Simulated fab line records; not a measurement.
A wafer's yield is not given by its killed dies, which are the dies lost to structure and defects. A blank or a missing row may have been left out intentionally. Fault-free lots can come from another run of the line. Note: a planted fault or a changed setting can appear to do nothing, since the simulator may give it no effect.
Chamber matching ; flow n5 finfet ; 4 sister chambers for N5_BEOL_M3_STRIP_66 on rie diel-01
The step strips in CF4. 4 wafers are shown with their chamber, then 12 later ones without.

## WAFERS PAIRED WITH THEIR CHAMBERS
wafer;chamber;drypump motor current A (A)
L086.5;2;4.8
L088.6;0;5.8
L089.4;3;5.5
L089.6;1;5.7

## WAFERS WITHOUT THEIR CHAMBER
wafer;drypump motor current A (A)
L087.1;5.8
L087.2;4.8
L087.3;5.7
L092.2;4.9
L092.4;5.5
L092.5;5.8
L094.1;5.5
L094.3;5.8
L094.4;5.7
L097.3;5.8
L097.4;4.9
L097.6;5.7

## EACH ONE'S CHAMBER
wafer;from the rows above;in truth
L087.1;0;0
L087.2;2;2
L087.3;1;1
L092.2;2;2
L092.4;3;3
L092.5;0;0
L094.1;3;3
L094.3;0;0
L094.4;1;1
L097.3;0;0
L097.4;2;2
L097.6;1;1
Correct placement for 12 of the 12. Not placeable from these rows: 0. Wrongly placed: 0.
How it was worked out, from the rows above alone: a wafer's distance from a chamber is the root of the sum, over the readings, of the square of ((its reading less the chamber's mean) divided by the reading's scatter). If the next closest chamber is less than 2 further off than the closest, the wafer can't be placed; otherwise it belongs to the closest. Each chamber's mean is taken over the wafers shown for it. The scatter (one wafer shown for each chamber): square how far every hidden wafer sits from the nearest shown wafer, average those squares and take the square root.
